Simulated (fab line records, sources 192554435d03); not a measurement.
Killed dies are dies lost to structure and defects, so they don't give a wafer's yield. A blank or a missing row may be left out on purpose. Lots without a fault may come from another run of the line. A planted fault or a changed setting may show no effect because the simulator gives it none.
Split-lot experiment | flow n5_finfet | 7 lots, 21 wafers read, on a route of 1938 steps

THE SPLIT
At N5_BEOL_M0_ETCH_109 (etches SiCN in CH3F/O2, target depth 8 nm, overetch 2.4 nm, time 27.4 s), the setting bias_w was moved away from the recipe's 75 W on 4 of the 21 wafers read, by -13.0% to -5.7%. The other wafers ran this setting at the recipe's value.

The reading is taken at the split's own step.

THE READING
rf_vpp_V, in V, at N5_BEOL_M0_ETCH_109 (etches SiCN in CH3F/O2, target depth 8 nm, overetch 2.4 nm, time 27.4 s). Fault-free wafers of this fab line usually give 297.7 V, standard deviation 1.4 V.

wafer  | tool, chamber at the split | bias_w as run, W | against the recipe | rf_vpp_V, V | against lot-mates on the recipe
L074.1 | rie_diel-04, 3             | 65.25            | -13.0%             | 272.6       | -23.0
L074.3 | rie_diel-04, 0             | 65.25            | -13.0%             | 272.7       | -22.9
L074.5 | rie_diel-04, 3             | 75               | recipe             | 295.6       | -
L077.1 | rie_diel-04, 3             | 75               | recipe             | 298.1       | -
L077.3 | rie_diel-04, 1             | 75               | recipe             | 297.5       | -
L077.6 | rie_diel-04, 3             | 75               | recipe             | 296.6       | -
L079.1 | rie_diel-01, 3             | 75               | recipe             | 297.8       | -
L079.3 | rie_diel-01, 1             | 75               | recipe             | 299.4       | -
L079.6 | rie_diel-01, 0             | 75               | recipe             | 299.2       | -
L083.1 | rie_diel-01, 2             | 75               | recipe             | 295.2       | -
L083.5 | rie_diel-01, 0             | 75               | recipe             | 299.7       | -
L083.6 | rie_diel-01, 3             | 75               | recipe             | 300.2       | -
L086.1 | rie_diel-06, 0             | 75               | recipe             | 296.4       | -
L086.2 | rie_diel-06, 2             | 75               | recipe             | 298.6       | -
L086.3 | rie_diel-06, 3             | 75               | recipe             | 297.5       | -
L087.1 | rie_diel-01, 1             | 75               | recipe             | 297.1       | -
L087.5 | rie_diel-01, 2             | 75               | recipe             | 295.5       | -
L087.6 | rie_diel-01, 3             | 75               | recipe             | 298.0       | -
L095.1 | rie_diel-06, 2             | 70.76            | -5.7%              | 286.1       | -9.4
L095.3 | rie_diel-06, 3             | 70.76            | -5.7%              | 287.3       | -8.2
L095.4 | rie_diel-06, 0             | 75               | recipe             | 295.5       | -

THE FIT
A straight line over all 21 wafers: rf_vpp_V changes by +1.91 V for each +1% of bias_w; r = +0.98; the points scatter about the line by 1.5 V.
The same after taking each lot's own level away (the mean of its wafers on the recipe; 21 wafers): +1.74 V for each +1%; r = +0.99; scatter 1.2 V.
On that fit, the largest move of bias_w shifts the reading by 23 V.
The lots' own levels span 295.50 to 298.80 V, that is 2.4 times the standard deviation above.
So the lot-to-lot level changes the slope: the two fits differ.
Check: with one of the wafers moved furthest among these (-13.0%) left out of the fit, the line predicts -22.2 V for it against its lot-mates. It came out at -23 V against them.
Tool readings at the split's step, against how far the setting was moved: rf_vpp_V r = +0.98.

OTHER SPLITS ON THESE WAFERS
These wafers also went through other splits before the reading. Each is held against what the fit with the lots' levels taken away leaves over:
other split on the same wafers        | wafers away from the commonest value | r with rf_vpp_V (lot level and that fit taken away)
N5_SD_ACTIVATION_LSA_01 temp_c        | 11                                   | -0.12
N5_HKMG_FIN_DESCUM_53 time_s          | 7                                    | -0.11
N5_HKMG_FIN_ETCH_54 source_w          | 5                                    | -0.07
N5_GATE_CUT_ETCH_58 bias_w            | 7                                    | -0.39
N5_MOL_CONTACT_COAG_EXPOSE_37 dose_mj | 5                                    | -0.29
N5_BEOL_M0_SAQP_ETCH_107 source_w     | 4                                    | -0.07
N5_BEOL_M0_SAQP_COAT_34 spin_rpm      | 9                                    | +0.08

THE FILE'S OWN FIT
rf_vpp_V changes by +1.73 V for each +1% of bias_w, r = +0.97.
